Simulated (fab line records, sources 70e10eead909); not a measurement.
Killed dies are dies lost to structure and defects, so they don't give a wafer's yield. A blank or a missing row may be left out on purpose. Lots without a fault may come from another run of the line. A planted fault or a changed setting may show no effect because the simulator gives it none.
Chamber matching | flow nand_harc | NHARC_P_GATE_DESCUM_93 on rie_diel-08: 4 sister chambers
The step chemistry O2, time 3 s. 8 wafers are shown with their chamber, then 7 later ones without.

WAFERS WITH THEIR CHAMBER
wafer  | chamber | showerhead_plenum_p_Torr (Torr) | drypump_motor_current_A (A)
L918.4 | 3       | 1.88                            | 5.97
L919.2 | 0       | 1.89                            | 5.56
L919.5 | 0       | 1.89                            | 5.59
L926.2 | 1       | 2.00                            | 5.91
L926.3 | 2       | 1.80                            | 5.35
L926.5 | 2       | 1.80                            | 5.37
L931.1 | 1       | 2.00                            | 5.93
L931.3 | 3       | 1.87                            | 5.95

WAFERS WITHOUT THEIR CHAMBER
wafer  | showerhead_plenum_p_Torr (Torr) | drypump_motor_current_A (A)
L931.5 | 1.87                            | 5.95
L933.3 | 1.87                            | 5.94
L933.4 | 2.00                            | 5.94
L933.6 | 1.88                            | 5.57
L934.2 | 1.88                            | 5.58
L934.4 | 1.87                            | 5.96
L934.5 | 2.00                            | 5.91

WHICH CHAMBER EACH WENT THROUGH
wafer  | from the rows above | in truth
L931.5 | 3                   | 3
L933.3 | 3                   | 3
L933.4 | 1                   | 1
L933.6 | 0                   | 0
L934.2 | 0                   | 0
L934.4 | 3                   | 3
L934.5 | 1                   | 1
Placed correctly: 7 of 7. Can't be placed from these rows: 0. Placed wrongly: 0.
How it was worked out, from the rows above alone: a wafer's distance from a chamber is the root of the sum, over the readings, of the square of ((its reading less the chamber's mean) divided by the reading's scatter). The wafer belongs to the nearest chamber; if the next one is less than 2 further off, it can't be placed. A chamber's mean is the mean of its shown wafers. The scatter: the root of (the sum of the squares of (reading less its chamber's mean) over the shown wafers, divided by (wafers less chambers)).
